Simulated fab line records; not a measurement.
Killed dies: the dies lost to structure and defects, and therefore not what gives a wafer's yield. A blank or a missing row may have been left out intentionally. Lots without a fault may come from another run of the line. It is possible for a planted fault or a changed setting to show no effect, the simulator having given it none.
3 desks looking at one fault | flow nand-harc | every desk sees just its own numbers, and what lay behind them comes last

## TOOL OWNER'S DESK, litho-track-06
The tool's own readings at NHARC_P_CONTACT_PEB_10 (peb time 65 s): means of the sampled wafers that have a number, for each lot that ran on this tool. Any lot whose mean is over 4 standard deviations away from the usual mean is out of limits and marked OUT; that distance is given in the brackets.
Columns: A = chill-plate-temp-C at NHARC_P_CONTACT_PEB_10, usual 23.00 C
lot  | first seen here | A
L223 | day 6 05:28     | 22.97
L227 | day 6 21:50     | 23.04
L231 | day 7 18:21     | 23.03
L243 | day 10 20:22    | 23.08
L244 | day 10 21:03    | 22.99
L245 | day 11 13:28    | 23.00
This desk's verdict: no lot among the 6 shows anything out of limits.

## THE METROLOGY DESK
What the gauges read for every lot (on any tool): the sampled wafers with a number, averaged. Any lot whose mean is over 4 standard deviations away from the usual mean is out of limits and marked OUT; that distance is given in the brackets.
Columns: A = cd-nm at NHARC_P_CONTACT_CD_MEAS_12, usual 90.2 nm
lot  | first seen here | A
L222 | day 5 12:38     | 90.7
L224 | day 6 04:43     | 90.7
L223 | day 6 05:34     | 89.9
L225 | day 6 15:41     | 89.4
L227 | day 6 21:55     | 96.4 (+12) OUT
L229 | day 7 08:11     | 90.2
L231 | day 7 18:26     | 100.9 (+21) OUT
L237 | day 9 05:42     | 89.8
L238 | day 9 16:22     | 90.0
L241 | day 10 02:46    | 90.2
L242 | day 10 10:15    | 89.8
L243 | day 10 20:26    | 90.2
L244 | day 10 21:08    | 89.6
L245 | day 11 13:32    | 90.1
This desk's verdict: out of limits on L227, L231, starting with L227 at day 6 21:55 (cd-nm at NHARC_P_CONTACT_CD_MEAS_12). Within limits: L222, L224, L223, L225, L229, L237, L238, L241, L242, L243, L244, L245.

## THE DEFECT DESK
For each lot, the counts of the inspections along the route, averaged over the sampled wafers that have a number. Any lot whose mean is over 4 standard deviations away from the usual mean is out of limits and marked OUT; that distance is given in the brackets.
Columns: A = raw-defect-count at NHARC_P_CONTACT_INSPECT_14, usual 4.1
lot  | first seen here | A
L222 | day 5 12:45     | 3.3
L224 | day 6 04:50     | 3.0
L223 | day 6 05:41     | 3.0
L225 | day 6 15:49     | 2.7
L227 | day 6 22:02     | 6.3
L229 | day 7 08:18     | 0.3
L231 | day 7 18:33     | 2.0
L237 | day 9 05:49     | 3.0
L238 | day 9 16:30     | 7.0
L241 | day 10 02:53    | 8.3
L242 | day 10 10:23    | 3.0
L243 | day 10 20:34    | 2.7
L244 | day 10 21:16    | 2.3
L245 | day 11 13:40    | 3.7
This desk's verdict: no lot among the 14 shows anything out of limits.

## BROUGHT TOGETHER
On L227, L231, the metrology desk was in a position to raise an alarm at day 6 21:55.
Nothing out of limits was seen by the tool owner's desk.
Nothing out of limits was seen by the defect desk.
Tool owner's desk: L227, L231 on record, inside its limits.
The defect desk has L227, L231 on record, within its limits.
On litho-track-06, each named lot ran NHARC_P_CONTACT_PEB_10.

## WHAT THE SIMULATOR HAD PUT IN
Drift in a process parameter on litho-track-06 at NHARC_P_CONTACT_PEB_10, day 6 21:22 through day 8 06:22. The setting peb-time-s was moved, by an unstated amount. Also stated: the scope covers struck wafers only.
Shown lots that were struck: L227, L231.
Time in hours between the start of the fault and the first out-of-limits reading at each desk: metrology desk, 1.
